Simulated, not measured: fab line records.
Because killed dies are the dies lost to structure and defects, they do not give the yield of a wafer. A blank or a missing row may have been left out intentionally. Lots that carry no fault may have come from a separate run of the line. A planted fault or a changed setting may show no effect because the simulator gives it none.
The same fault as seen by 2 desks :: flow n5-finfet :: every desk sees just its own numbers, and what lay behind them comes last

== FROM THE METROLOGY DESK ==
Means of the sampled wafers that have a number, per lot and without regard to the tool the lot ran on: this is what the gauges read. A lot is out of limits, marked OUT, if its mean lies more than 4 standard deviations from the usual mean; the brackets give that distance. Of its 10 readings 7 are shown: those that lie furthest out on some lot.
Columns: A = DIBL_N at N5_BEOL_M4_RC_MEAS_101, usual 36.0 mV/V; B = DIBL_P at N5_BEOL_M4_RC_MEAS_101, usual 36.2 mV/V; C = IOFF_P at N5_BEOL_M4_RC_MEAS_101, usual 0.21 nA/um; D = ION_N at N5_BEOL_M4_RC_MEAS_101, usual 675 uA/um; E = SS_P at N5_BEOL_M4_RC_MEAS_101, usual 73.3 mV/dec; F = VT_N at N5_BEOL_M4_RC_MEAS_101, usual 250 mV; G = VT_P at N5_BEOL_M4_RC_MEAS_101, usual -251 mV
lot: L811
first seen here: day 9 06:21
A: 35.5
B: 35.5
C: 0.18
D: 673
E: 72.6
F: 251
G: -252

lot: L823
first seen here: day 12 05:36
A: 37.6
B: 37.6
C: 0.25
D: 690
E: 73.3
F: 247
G: -246

lot: L827
first seen here: day 13 21:14
A: 38.4
B: 38.6
C: 0.24
D: 680
E: 74.3
F: 249
G: -247

lot: L829
first seen here: day 13 23:46
A: 37.0
B: 37.0
C: 0.24
D: 685
E: 73.1
F: 247
G: -248

lot: L830
first seen here: day 14 05:08
A: 35.0
B: 34.3
C: 0.19
D: 669
E: 73.1
F: 252
G: -253
This desk's finding: nothing out of limits on any of the 5 lots.

== FOR THE TOOL OWNER'S DESK: rie-diel-02 ==
The tool's own readings at N5_FIN_SAQP_ETCH_67 (etches SiNx in CH3F/O2, target depth 30 nm): means of the sampled wafers that have a number, for each lot that ran on this tool. A lot is out of limits, marked OUT, if its mean lies more than 4 standard deviations from the usual mean; the brackets give that distance.
Columns: A = CH3F_flow_sccm at N5_FIN_SAQP_ETCH_67, usual 30.00 sccm; B = O2_flow_sccm at N5_FIN_SAQP_ETCH_67, usual 19.99 sccm; C = drypump-motor-current-A at N5_FIN_SAQP_ETCH_67, usual 5.7 A; D = oes-product-au at N5_FIN_SAQP_ETCH_67, usual 0.81 a.u.; E = rf-vpp-V at N5_FIN_SAQP_ETCH_67, usual 298 V; F = showerhead-plenum-p-Torr at N5_FIN_SAQP_ETCH_67, usual 1.98 Torr; G = throttle-valve-pct at N5_FIN_SAQP_ETCH_67, usual 16.31 %
lot: L811
first seen here: day 3 02:03
A: 30.04
B: 19.98
C: 5.7
D: 0.78
E: 299
F: 2.02
G: 16.27

lot: L829
first seen here: day 7 14:31
A: 30.05
B: 19.97
C: 5.6
D: 0.79
E: 295
F: 2.02
G: 16.33

lot: L830
first seen here: day 7 19:35
A: 30.08
B: 19.97
C: 5.7
D: 0.74
E: 298
F: 2.00
G: 16.34
This desk's finding: nothing out of limits on any of the 3 lots.

== PUT TOGETHER ==
Metrology desk: nothing out of limits seen.
The tool owner's desk saw nothing out of limits.

== WHAT HAD BEEN PUT IN BY THE SIMULATOR ==
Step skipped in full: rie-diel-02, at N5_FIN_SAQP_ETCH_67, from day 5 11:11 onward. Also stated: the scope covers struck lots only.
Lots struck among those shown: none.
